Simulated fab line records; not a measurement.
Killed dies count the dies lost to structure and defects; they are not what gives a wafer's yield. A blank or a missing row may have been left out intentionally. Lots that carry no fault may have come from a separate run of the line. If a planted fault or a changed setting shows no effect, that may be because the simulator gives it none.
Matching of chambers / flow n5-finfet / N5_BEOL_M9_VIA_ETCH_34 on rie-diel-01: 4 sister chambers
The step etches SiCOH lowk in C4F6/O2, target depth 182.4 nm, time 68.4 s. 4 wafers are shown with their chamber, then 8 later ones without.

EACH WAFER AND ITS CHAMBER
wafer=L081.4; chamber=3; drypump-motor-current-A (A)=6.3
wafer=L089.5; chamber=1; drypump-motor-current-A (A)=6.4
wafer=L089.6; chamber=0; drypump-motor-current-A (A)=5.1
wafer=L094.2; chamber=2; drypump-motor-current-A (A)=6.8

WAFERS MISSING THEIR CHAMBER
wafer=L094.3; drypump-motor-current-A (A)=6.3
wafer=L094.5; drypump-motor-current-A (A)=6.2
wafer=L095.2; drypump-motor-current-A (A)=5.1
wafer=L095.4; drypump-motor-current-A (A)=6.3
wafer=L095.5; drypump-motor-current-A (A)=5.1
wafer=L096.1; drypump-motor-current-A (A)=6.2
wafer=L096.4; drypump-motor-current-A (A)=5.1
wafer=L096.6; drypump-motor-current-A (A)=6.3

EACH ONE'S CHAMBER
wafer=L094.3; from the rows above=3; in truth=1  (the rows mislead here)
wafer=L094.5; from the rows above=3; in truth=3
wafer=L095.2; from the rows above=0; in truth=0
wafer=L095.4; from the rows above=3; in truth=3
wafer=L095.5; from the rows above=0; in truth=0
wafer=L096.1; from the rows above=3; in truth=3
wafer=L096.4; from the rows above=0; in truth=0
wafer=L096.6; from the rows above=3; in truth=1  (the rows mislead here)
Placed correctly: 6 of 8. Left unplaced by these rows: 0. Number placed wrongly: 2.
How it was worked out, from the rows above alone: a wafer's distance from a chamber is the root of the sum, over the readings, of the square of ((its reading less the chamber's mean) divided by the reading's scatter). If the next closest chamber is less than 2 further off than the closest, the wafer can't be placed; otherwise it belongs to the closest. For every chamber, the mean is computed from those of its wafers that are shown. The scatter (one wafer shown for each chamber): square how far every hidden wafer sits from the nearest shown wafer, average those squares and take the square root.
